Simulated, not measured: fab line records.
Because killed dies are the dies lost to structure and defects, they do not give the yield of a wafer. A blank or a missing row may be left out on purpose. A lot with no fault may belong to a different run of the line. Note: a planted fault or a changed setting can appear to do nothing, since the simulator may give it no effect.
A struck lot beside a sound one -- flow nand harc -- 13 out of 1302 route steps
Sound: the wafers L573.3, L573.4, L573.5. Struck: wafers L572.2, L572.3, L572.6. Last of all comes the cause.
For every step that has rows: the tool of each side, followed by ch and its chambers, followed by its first start. Under that, the readings that differ: sound wafers -- struck wafers -- difference of the means -- sigmas: that difference in standard deviations of wafers without a fault.
alike: same words and numbers on both sides, and readings whose means sit less than 2 such deviations apart. not compared: any withheld reading, any reading some wafer has no value for, any bound like >300 that may hide the same value, and any number with overlapping values for which the record gives no deviation.
A row with sigmas, a row that says differs or no value, or rows on one side alone: a step with any of these is where the two part. Numbers that have no deviation but don't overlap get no sigmas and don't part them. Lack of a reading on every wafer of one side parts them only where that side has two or more wafers.

NHARC_A_CHANNEL_FILL_D2_CMP_10: polishes, target thk 150 nm.
  sound on cmp-04 ch 0,1,3, day 22 20:49; struck on cmp-01 ch 0,2,3, day 22 20:46
  alike: edge zone pressure frac, motor current A, retaining ring pressure frac, time to endpoint s
after that, 1 step had no rows for these wafers: NHARC_A_CHANNEL_FILL_D2_SRD_12.
NHARC_A_CHANNEL_FILL_D2_RTA_24: time 5 s.
  sound on rtp anneal-01 ch 0, day 22 21:16; struck on rtp anneal-02 ch 0, day 22 21:23
reading,sound,struck,difference,sigmas
lamp power pct (%),28.1 28.1 28.0,24.0 23.9 24.0,-4.1,-2
lamp_zone_2_pct (%),28.0 28.1 28.1,24.0 24.0 24.0,-4.1,-2
  alike: wafer_temp_C_max
NHARC_A_CHANNEL_FILL_D2_INSPECT_13:
  sound: defect inspect-01 at day 22 21:25; struck: defect inspect-01 at day 22 21:33
  alike: raw defect count
NHARC_A_STAIRCASE_DEP_156: deposits SiNx, target thk 50 nm.
  sound on pecvd-01 ch 0,1, day 22 21:31; struck on pecvd-02 ch 1,2, day 22 21:37
  alike: heater power w
then, 5 steps without rows for these wafers: NHARC_A_STAIRCASE_DEHYDRATE_158 (time 120 s); NHARC_A_STAIRCASE_HMDS_159 (time 30 s); NHARC_A_STAIRCASE_COAT_160; NHARC_A_STAIRCASE_SOFTBAKE_161 (time 170 s); NHARC_A_STAIRCASE_EBR_162.
NHARC_A_STAIRCASE_EXPOSE_163: exposes mask STAIR OPEN.
  sound on krf scanner-02 ch 0, day 22 22:13; struck on krf scanner-03 ch 0, day 22 22:23
reading,sound,struck,difference,sigmas
exposure dose mJ cm2,19.972 19.992 19.978,21.798 21.834 21.805,+1.832,+96
  alike: mask
then, 1 step without rows for these wafers: NHARC_A_STAIRCASE_PEB_164 (peb time 130 s).
-- the record jumps here: 9 days lie between the struck wafers' starts before and after (it left off in module A_STAIRCASE and takes up again in module END, whose first step shown is number 1302 of the route) --
NHARC_END_SORT_01:
  at this point the record logs the struck wafers (prober-01 ch 0, day 31 20:38) and has no rows for the sound ones

## WHERE THEY PART
Earliest at NHARC_A_CHANNEL_FILL_D2_RTA_24; latest, in this record, at NHARC_END_SORT_01.

WHY: whatever the simulator had introduced
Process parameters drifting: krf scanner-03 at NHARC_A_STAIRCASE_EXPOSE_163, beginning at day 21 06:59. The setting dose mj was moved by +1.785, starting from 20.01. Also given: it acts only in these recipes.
